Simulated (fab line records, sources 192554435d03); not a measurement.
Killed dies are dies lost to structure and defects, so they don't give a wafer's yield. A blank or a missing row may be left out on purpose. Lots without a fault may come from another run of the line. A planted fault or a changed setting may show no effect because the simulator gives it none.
One fault seen from 3 desks | flow n5_finfet | each desk has only its own numbers; what lay behind them comes last

THE TOOL OWNER'S DESK: rie_diel-04
The tool's own readings at N5_BEOL_M7_VIA_ETCH_34 (etches SiCOH lowk in C4F6/O2, target depth 125.5 nm, time 50.5 s): means of the sampled wafers that have a number, for each lot that ran on this tool. A lot is out of limits, marked OUT, if its mean lies more than 4 standard deviations from the usual mean; the brackets give that distance. Of its 8 readings 7 are shown: the one that was out of limits first, and those that lie furthest out on some lot.
Columns: A = O2_flow_sccm at N5_BEOL_M7_VIA_ETCH_34, usual 10.00 sccm; B = bias_w at N5_BEOL_M7_VIA_ETCH_34, usual 184.9 W; C = drypump_motor_current_A at N5_BEOL_M7_VIA_ETCH_34, usual 5.8 A; D = oes_product_au at N5_BEOL_M7_VIA_ETCH_34, usual 0.81 a.u.; E = run_length_s at N5_BEOL_M7_VIA_ETCH_34, usual 73.5 s; F = showerhead_plenum_p_Torr at N5_BEOL_M7_VIA_ETCH_34, usual 2.90 Torr; G = throttle_valve_pct at N5_BEOL_M7_VIA_ETCH_34, usual 20.92 %
lot  | first seen here | A     | B     | C   | D    | E               | F    | G
L643 | day 9 20:33     | 10.02 | 185.4 | 6.0 | 0.72 | 73.3            | 2.75 | 21.03
L648 | day 11 05:05    | 10.00 | 184.8 | 5.7 | 0.70 | 73.6            | 2.88 | 21.18
L653 | day 12 20:52    | 9.98  | 185.0 | 5.8 | 0.90 | 73.5            | 2.94 | 20.91
L661 | day 15 09:35    | 10.01 | 185.3 | 5.5 | 0.82 | 76.7 (+7.2) OUT | 2.89 | 20.90
This desk's finding: out of limits on L661; first on L661, day 15 09:35 (run_length_s at N5_BEOL_M7_VIA_ETCH_34). In limits: L643, L648, L653.

THE DEFECT DESK
What the inspections along the route counted, lot by lot: means of the sampled wafers that have a number. A lot is out of limits, marked OUT, if its mean lies more than 4 standard deviations from the usual mean; the brackets give that distance.
Columns: A = raw_defect_count at N5_BEOL_M7_INSPECT_30, usual 417
lot  | first seen here | A
L643 | day 9 20:10     | 273
L648 | day 11 04:14    | 414
L653 | day 12 20:38    | 447
L661 | day 15 09:17    | 341
L664 | day 15 17:58    | 413
This desk's finding: nothing out of limits on any of the 5 lots.

THE METROLOGY DESK
What the gauges read, lot by lot, whatever tool the lot ran on: means of the sampled wafers that have a number. A lot is out of limits, marked OUT, if its mean lies more than 4 standard deviations from the usual mean; the brackets give that distance.
Columns: A = cd_nm at N5_BEOL_M7_CD_MEAS_28, usual 39.98 nm; B = V6_OVL at N5_BEOL_M7_OVL_MEAS_29, usual 0.0 nm
lot  | first seen here | A     | B
L643 | day 9 20:05     | 40.19 | 0.3
L648 | day 11 04:08    | 39.99 | -0.1
L653 | day 12 20:34    | 39.82 | 0.2
L661 | day 15 09:12    | 39.85 | -0.6
L664 | day 15 17:53    | 40.19 | 0.3
This desk's finding: nothing out of limits on any of the 5 lots.

PUT TOGETHER
The tool owner's desk could have raised an alarm at day 15 09:35, on L661.
The defect desk saw nothing out of limits.
The metrology desk saw nothing out of limits.
The defect desk has L661 on record, within its limits.
The metrology desk has L661 on record, within its limits.
Of the lots named, all ran N5_BEOL_M7_VIA_ETCH_34 on rie_diel-04.

WHAT THE SIMULATOR HAD PUT IN
Process parameter drift: rie_diel-04, from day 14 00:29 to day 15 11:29, at N5_BEOL_M7_VIA_ETCH_34. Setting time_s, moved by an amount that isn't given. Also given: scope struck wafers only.
Lots struck among those shown: L661.
Hours from the fault's start to each desk's first reading out of limits: the tool owner's desk, 33.
